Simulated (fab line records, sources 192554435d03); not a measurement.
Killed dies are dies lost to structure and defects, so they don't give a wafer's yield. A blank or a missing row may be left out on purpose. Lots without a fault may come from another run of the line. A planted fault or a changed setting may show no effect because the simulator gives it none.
Chamber matching | flow n5_finfet | N5_BEOL_M4_PRE_CLEAN_60 on cvd_co-01: 3 sister chambers
The step time 15 s. 3 wafers are shown with their chamber, then 12 later ones without.

WAFERS WITH THEIR CHAMBER
wafer  | chamber | heater_power_outer_w (W)
L087.5 | 2       | 16
L091.3 | 1       | 23
L091.6 | 0       | 22

WAFERS WITHOUT THEIR CHAMBER
wafer  | heater_power_outer_w (W)
L092.2 | 16
L092.3 | 23
L092.4 | 23
L093.1 | 16
L093.3 | 23
L093.6 | 24
L096.1 | 22
L096.3 | 23
L096.5 | 24
L097.1 | 23
L097.3 | 17
L097.5 | 17

WHICH CHAMBER EACH WENT THROUGH
wafer  | from the rows above     | in truth
L092.2 | 2                       | 2
L092.3 | can't be placed: 1 or 0 | 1
L092.4 | can't be placed: 1 or 0 | 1
L093.1 | 2                       | 2
L093.3 | can't be placed: 1 or 0 | 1
L093.6 | can't be placed: 1 or 0 | 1
L096.1 | can't be placed: 0 or 1 | 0
L096.3 | can't be placed: 1 or 0 | 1
L096.5 | can't be placed: 1 or 0 | 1
L097.1 | can't be placed: 1 or 0 | 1
L097.3 | 2                       | 2
L097.5 | 2                       | 2
Placed correctly: 4 of 12. Can't be placed from these rows: 8 (the true chamber is among the candidates in 8). Placed wrongly: 0.
How it was worked out, from the rows above alone: a wafer's distance from a chamber is the root of the sum, over the readings, of the square of ((its reading less the chamber's mean) divided by the reading's scatter). The wafer belongs to the nearest chamber; if the next one is less than 2 further off, it can't be placed. A chamber's mean is the mean of its shown wafers. The scatter: with one shown wafer a chamber, the root of the mean of the squares of how far each hidden wafer lies from its nearest shown one.
